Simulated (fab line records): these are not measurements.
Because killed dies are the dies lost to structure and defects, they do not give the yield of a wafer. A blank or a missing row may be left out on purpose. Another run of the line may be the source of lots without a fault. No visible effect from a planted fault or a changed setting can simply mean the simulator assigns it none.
Comparing a struck lot with a sound one -- flow n5Finfet -- 37 out of 1938 route steps
Sound: the wafers L187.2, L187.3, L187.5. Wafers struck: L197.2, L197.5, L197.6. The cause is given at the end.
Order at every step that has rows: each side's tool, ch and its chambers, its first start. Under that, the readings that differ: sound wafers -- struck wafers -- difference of the means -- sigmas: that difference in standard deviations of wafers without a fault.
alike: words and numbers the same on both sides, and readings whose means are apart by under 2 such deviations; not compared: readings that were withheld, readings missing a value for some wafer, numbers with overlapping values and no deviation given by the record, and bounds like >300 which may hide the same value.
The two part at a step that has a row with sigmas, a row that says differs or no value, or rows on one side only. Numbers that don't overlap but have no deviation are shown without sigmas and don't part them. A reading that every wafer of one side lacks parts them only if that side has two wafers or more.

first, 9 steps without rows for these wafers: N5_BEOL_M6_COAT_64 (time 60 s, resist thk 12 nm); N5_BEOL_M6_COAT_71 (time 60 s, resist thk 5 nm); N5_BEOL_M6_COAT_22 (resist thk 30 nm); N5_BEOL_M6_EBR_24; N5_BEOL_M6_SOFTBAKE_23 (time 60 s); N5_BEOL_M6_EXPOSE_25 (exposes mask V5, target cd 40 nm); N5_BEOL_M6_PEB_26 (peb time 60 s); N5_BEOL_M6_DEVELOP_27 (develop time 30 s); N5_BEOL_M6_DESCUM_33 (chemistry O2, time 7 s).
N5_BEOL_M6_ETCH_72: etches underlayer in N2/H2, target depth 6.5 nm, time 5.2 s.
  sound on rieDiel-05 ch 0,1,3, day 9 18:32; struck on rieDiel-05 ch 1,2, day 12 01:27
  alike: drypumpMotorCurrentA, etchRfOnTimeS, oesProductAu, rfVppV, showerheadPlenumPTorr, throttleValvePct
  not compared: rfHoursCounterH
then, 26 steps without rows for these wafers: N5_BEOL_M6_ETCH_65 (etches SiARC in CF4, target depth 15.6 nm, time 26 s); N5_BEOL_M6_ETCH_66 (etches SOC in N2/H2, target depth 80 nm, overetch 16 nm, time 120 s); N5_BEOL_M6_STRIP_69 (strips in N2/H2); N5_BEOL_M6_STRIP_73 (strips in N2/H2); N5_BEOL_M6_VIA_ETCH_34 (etches SiCOH lowk in C4F6/O2, target depth 126.3 nm, time 50.9 s); N5_BEOL_M6_STRIP_76 (strips in C4F6/O2); N5_BEOL_M6_STRIP_36 (strips in N2/H2); N5_BEOL_M6_TRENCH_ETCH_37 (etches SiCOH lowk in C4F6/O2, target depth 94.435 nm, time 31.5 s); N5_BEOL_M6_ETCH_41 (etches SiCN in CH3F/O2, target depth 29.7 nm, time 52 s); N5_BEOL_M6_STRIP_80 (strips in N2/H2, time 10 s); N5_BEOL_M6_HM_STRIP_39 (strips TiN in peroxide tin strip, target depth 25 nm, time 158 s); N5_BEOL_M6_SRD_40 (time 30 s); N5_BEOL_M6_PRECLEAN_42 (cleans in residue remover, time 60 s); N5_BEOL_M6_SRD_43 (time 30 s); N5_BEOL_M6_CURE_75 (cures SiCOH lowk, time 120 s); N5_BEOL_M6_DEGAS_44 (time 60 s); N5_BEOL_M6_PRE_CLEAN_45 (time 30 s); N5_BEOL_M6_ALD_77 (deposits TaN, target thk 2 nm, pulse time 2 s, purge time 3 s); N5_BEOL_M6_SURFACE_TREAT_79; N5_BEOL_M6_CVD_78 (deposits Co from CCTBA/H2, target thk 2 nm, time 142.3 s); N5_BEOL_M6_SPUTTER_48 (material Cu, target thk 10 nm, time 1.667 s); N5_BEOL_M6_ECD_50 (material Cu, target thk 300 nm); N5_BEOL_M6_ANNEAL_51 (time 90 s); N5_BEOL_M6_CMP_52 (polishes, stops on SiCOH lowk, t overpolish 6.9 s, target thk 80 nm); N5_BEOL_M6_PRE_CLEAN_55 (time 15 s); N5_BEOL_M6_DEP_56 (deposits SiCN from 3MS/NH3, target thk 10 nm, time 17.5 s).
-- record jumps: 4 days separate the struck wafers' starts on either side; left off in module BEOL_M6, taken up again in module PASSIVATION, whose first shown step is the route's number 1936 --
N5_PASSIVATION_PROBE_49:
  rows exist in the record for the struck wafers here (prober-01, day 15 22:53), but not for the sound ones

WHERE THEY PART
Only at N5_PASSIVATION_PROBE_49, within this record.

WHY: what had been put in by the simulator
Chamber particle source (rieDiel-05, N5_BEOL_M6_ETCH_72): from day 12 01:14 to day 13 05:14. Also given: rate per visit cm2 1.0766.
